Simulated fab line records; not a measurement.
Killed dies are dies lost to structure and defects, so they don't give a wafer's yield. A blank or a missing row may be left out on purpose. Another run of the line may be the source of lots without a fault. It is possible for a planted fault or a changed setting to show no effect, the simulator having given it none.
Which of the tools did it? / flow nand-harc / Sampling: 15 lots, 45 wafers, 2 of 1159 route steps

== WHAT THE GAUGES SHOWED, per wafer ==
NHARC_P_ZERO_WELL_CD_MEAS_24 targets a cd of 720 nm.
lot=L341; measured=day 2 02:21; on=cd-sem-01; cd-nm (nm)=723.7 723.2 721.2
lot=L342; measured=day 2 08:28; on=cd-sem-02; cd-nm (nm)=716.5 719.7 715.6
lot=L343; measured=day 2 14:36; on=cd-sem-03; cd-nm (nm)=718.4 721.4 718.3
lot=L346; measured=day 3 08:29; on=cd-sem-03; cd-nm (nm)=719.6 721.0 718.7
lot=L347; measured=day 3 14:30; on=cd-sem-01; cd-nm (nm)=718.8 720.1 722.3
lot=L349; measured=day 4 02:37; on=cd-sem-03; cd-nm (nm)=721.8 719.1 719.9
lot=L350; measured=day 4 08:25; on=cd-sem-03; cd-nm (nm)=721.8 720.0 722.4
lot=L354; measured=day 5 08:29; on=cd-sem-02; cd-nm (nm)=718.5 720.8 721.0
lot=L355; measured=day 5 14:34; on=cd-sem-01; cd-nm (nm)=720.2 721.1 721.0
lot=L356; measured=day 5 20:30; on=cd-sem-02; cd-nm (nm)=719.2 719.8 719.7
lot=L357; measured=day 6 02:37; on=cd-sem-03; cd-nm (nm)=720.8 721.7 722.6
lot=L358; measured=day 6 08:28; on=cd-sem-02; cd-nm (nm)=719.2 715.9 719.5
lot=L360; measured=day 6 20:38; on=cd-sem-02; cd-nm (nm)=721.1 721.9 720.6
lot=L361; measured=day 7 02:35; on=cd-sem-02; cd-nm (nm)=719.0 719.7 718.1
lot=L362; measured=day 7 08:35; on=cd-sem-03; cd-nm (nm)=720.4 721.6 719.8

NHARC_P_ZERO_WELL_CD_MEAS_37 targets a cd of 720 nm.
lot=L341; measured=day 2 04:00; on=cd-sem-02; cd-nm (nm)=722.0 717.5 720.5
lot=L342; measured=day 2 10:00; on=cd-sem-03; cd-nm (nm)=722.1 723.8 718.3
lot=L343; measured=day 2 16:07; on=cd-sem-03; cd-nm (nm)=722.8 722.4 718.1
lot=L346; measured=day 3 10:01; on=cd-sem-03; cd-nm (nm)=719.1 722.0 717.6
lot=L347; measured=day 3 16:08; on=cd-sem-02; cd-nm (nm)=722.0 723.1 722.5
lot=L349; measured=day 4 04:15; on=cd-sem-03; cd-nm (nm)=723.0 720.6 719.6
lot=L350; measured=day 4 10:04; on=cd-sem-03; cd-nm (nm)=720.6 721.4 721.3
lot=L354; measured=day 5 10:09; on=cd-sem-01; cd-nm (nm)=720.7 723.7 722.2
lot=L355; measured=day 5 16:11; on=cd-sem-03; cd-nm (nm)=720.7 723.4 721.8
lot=L356; measured=day 5 22:08; on=cd-sem-01; cd-nm (nm)=720.2 721.8 722.5
lot=L357; measured=day 6 04:08; on=cd-sem-02; cd-nm (nm)=721.7 723.0 717.5
lot=L358; measured=day 6 10:07; on=cd-sem-01; cd-nm (nm)=720.7 721.2 719.1
lot=L360; measured=day 6 22:17; on=cd-sem-02; cd-nm (nm)=722.8 721.8 721.5
lot=L361; measured=day 7 04:10; on=cd-sem-02; cd-nm (nm)=719.3 723.1 721.7
lot=L362; measured=day 7 10:13; on=cd-sem-02; cd-nm (nm)=719.5 720.3 721.0

== WHICH TOOL RAN EACH LOT (tool, then ch and the chambers of the sampled wafers, then the start) ==
The record shows no process step preceding these readings.

== AS READ BY THE TOOLS THEMSELVES (means over the sampled wafers that have a number; for cases with no such wafer, the mark the record gives instead) ==
The record holds no such reading with a usual standard deviation.

== THE ANSWER, worked out from the rows above alone ==
Rule: the usual values come from the lots themselves. The widest of any qualifying gaps counts: lots, ordered by their means at a reading, are off when they make up no more than a third of the lots, leave a main group of 4 or more, and stand apart from it by 3 or more times the standard deviation of that group's means. A main group whose means are all the same, to the digits that the tables above print for the reading, isn't used. A lot without any number at a reading at which 4 lots or more have one is off too. The other lots that the step has rows for count as sound. The gauges are gone through in route order, then the tools' own readings, and for those a lot's mean is taken as printed above. The first step at which some lot is off is used, and at that step the reading that is off furthest; a lot without a number counts as furthest.
None of the lots is off at any reading shown; this tells nothing.

== WHAT WAS PUT IN BY THE SIMULATOR ==
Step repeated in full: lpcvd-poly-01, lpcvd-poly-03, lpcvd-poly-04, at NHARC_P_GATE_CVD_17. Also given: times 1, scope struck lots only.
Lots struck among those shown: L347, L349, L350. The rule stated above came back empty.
